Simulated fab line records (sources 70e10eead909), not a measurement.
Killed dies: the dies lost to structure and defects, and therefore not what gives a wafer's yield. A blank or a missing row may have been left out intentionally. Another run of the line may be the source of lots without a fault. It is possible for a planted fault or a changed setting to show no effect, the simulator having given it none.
Matching of chambers | flow nandHarc | NHARC_A_CHANNEL_HOLE_D1_DESCUM_15 on rieDiel-11: 4 sister chambers
The step chemistry O2, time 3 s. 4 wafers are shown with their chamber, then 12 later ones without.

EACH WAFER AND ITS CHAMBER
wafer  | chamber | drypumpMotorCurrentA (A)
L088.5 | 3       | 5.3
L089.1 | 0       | 6.3
L089.3 | 2       | 5.8
L089.6 | 1       | 5.7

WAFERS WITHOUT THEIR CHAMBER
wafer  | drypumpMotorCurrentA (A)
L094.2 | 5.8
L094.4 | 5.3
L094.5 | 5.8
L096.1 | 5.3
L096.2 | 6.3
L096.6 | 5.8
L097.1 | 5.7
L097.2 | 5.9
L097.5 | 5.7
L097.3 | 6.3
L097.4 | 5.3
L097.6 | 5.8

EACH ONE'S CHAMBER
wafer  | from the rows above | in truth
L094.2 | 2                   | 2
L094.4 | 3                   | 3
L094.5 | 2                   | 2
L096.1 | 3                   | 3
L096.2 | 0                   | 0
L096.6 | 2                   | 2
L097.1 | 1                   | 1
L097.2 | 2                   | 2
L097.5 | 1                   | 1
L097.3 | 0                   | 0
L097.4 | 3                   | 3
L097.6 | 2                   | 2
12 of 12 placed correctly. Left unplaced by these rows: 0. Number placed wrongly: 0.
How it was worked out, from the rows above alone: a wafer's distance from a chamber is the root of the sum, over the readings, of the square of ((its reading less the chamber's mean) divided by the reading's scatter). If the next closest chamber is less than 2 further off than the closest, the wafer can't be placed; otherwise it belongs to the closest. A chamber's mean is the mean of its shown wafers. The scatter (one wafer shown for each chamber): square how far every hidden wafer sits from the nearest shown wafer, average those squares and take the square root.
